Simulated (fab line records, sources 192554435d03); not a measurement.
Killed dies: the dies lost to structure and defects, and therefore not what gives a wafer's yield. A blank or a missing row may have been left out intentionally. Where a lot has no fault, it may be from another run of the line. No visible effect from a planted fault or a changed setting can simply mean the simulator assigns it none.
Matching of chambers / flow n5Finfet / N5_HKMG_FIN_STRIP_93 on rieDiel-02 has 4 sister chambers
The step strips SOC in N2/H2, time 20 s. 8 wafers are shown with their chamber, then 9 later ones without.

## EACH WAFER AND ITS CHAMBER
wafer=L081.2; chamber=3; showerheadPlenumPTorr (Torr)=3.48; drypumpMotorCurrentA (A)=5.6
wafer=L081.3; chamber=1; showerheadPlenumPTorr (Torr)=3.25; drypumpMotorCurrentA (A)=5.7
wafer=L081.4; chamber=0; showerheadPlenumPTorr (Torr)=3.34; drypumpMotorCurrentA (A)=5.3
wafer=L081.5; chamber=2; showerheadPlenumPTorr (Torr)=3.20; drypumpMotorCurrentA (A)=5.9
wafer=L081.6; chamber=3; showerheadPlenumPTorr (Torr)=3.48; drypumpMotorCurrentA (A)=5.7
wafer=L085.1; chamber=0; showerheadPlenumPTorr (Torr)=3.34; drypumpMotorCurrentA (A)=5.3
wafer=L085.2; chamber=2; showerheadPlenumPTorr (Torr)=3.20; drypumpMotorCurrentA (A)=5.9
wafer=L085.6; chamber=1; showerheadPlenumPTorr (Torr)=3.24; drypumpMotorCurrentA (A)=5.6

## WAFERS WHOSE CHAMBER IS MISSING
wafer=L087.3; showerheadPlenumPTorr (Torr)=3.20; drypumpMotorCurrentA (A)=6.0
wafer=L087.5; showerheadPlenumPTorr (Torr)=3.33; drypumpMotorCurrentA (A)=5.3
wafer=L087.6; showerheadPlenumPTorr (Torr)=3.24; drypumpMotorCurrentA (A)=5.7
wafer=L092.2; showerheadPlenumPTorr (Torr)=3.19; drypumpMotorCurrentA (A)=5.9
wafer=L092.5; showerheadPlenumPTorr (Torr)=3.33; drypumpMotorCurrentA (A)=5.3
wafer=L092.6; showerheadPlenumPTorr (Torr)=3.24; drypumpMotorCurrentA (A)=5.7
wafer=L094.1; showerheadPlenumPTorr (Torr)=3.23; drypumpMotorCurrentA (A)=5.6
wafer=L094.5; showerheadPlenumPTorr (Torr)=3.23; drypumpMotorCurrentA (A)=5.6
wafer=L094.6; showerheadPlenumPTorr (Torr)=3.19; drypumpMotorCurrentA (A)=5.9

## CHAMBER TAKEN BY EACH
wafer=L087.3; from the rows above=2; in truth=2
wafer=L087.5; from the rows above=0; in truth=0
wafer=L087.6; from the rows above=1; in truth=1
wafer=L092.2; from the rows above=2; in truth=2
wafer=L092.5; from the rows above=0; in truth=0
wafer=L092.6; from the rows above=1; in truth=1
wafer=L094.1; from the rows above=1; in truth=1
wafer=L094.5; from the rows above=1; in truth=1
wafer=L094.6; from the rows above=2; in truth=2
Correctly placed: 9 of 9. Number that these rows cannot place: 0. 0 placed wrongly.
How it was worked out, from the rows above alone: a wafer's distance from a chamber is the root of the sum, over the readings, of the square of ((its reading less the chamber's mean) divided by the reading's scatter). If the next closest chamber is less than 2 further off than the closest, the wafer can't be placed; otherwise it belongs to the closest. The mean given for a chamber averages the wafers shown for that chamber. How the scatter is found: for the shown wafers, subtract from each reading the mean of its chamber, square and add these, divide the total by (wafers less chambers), then take the root.
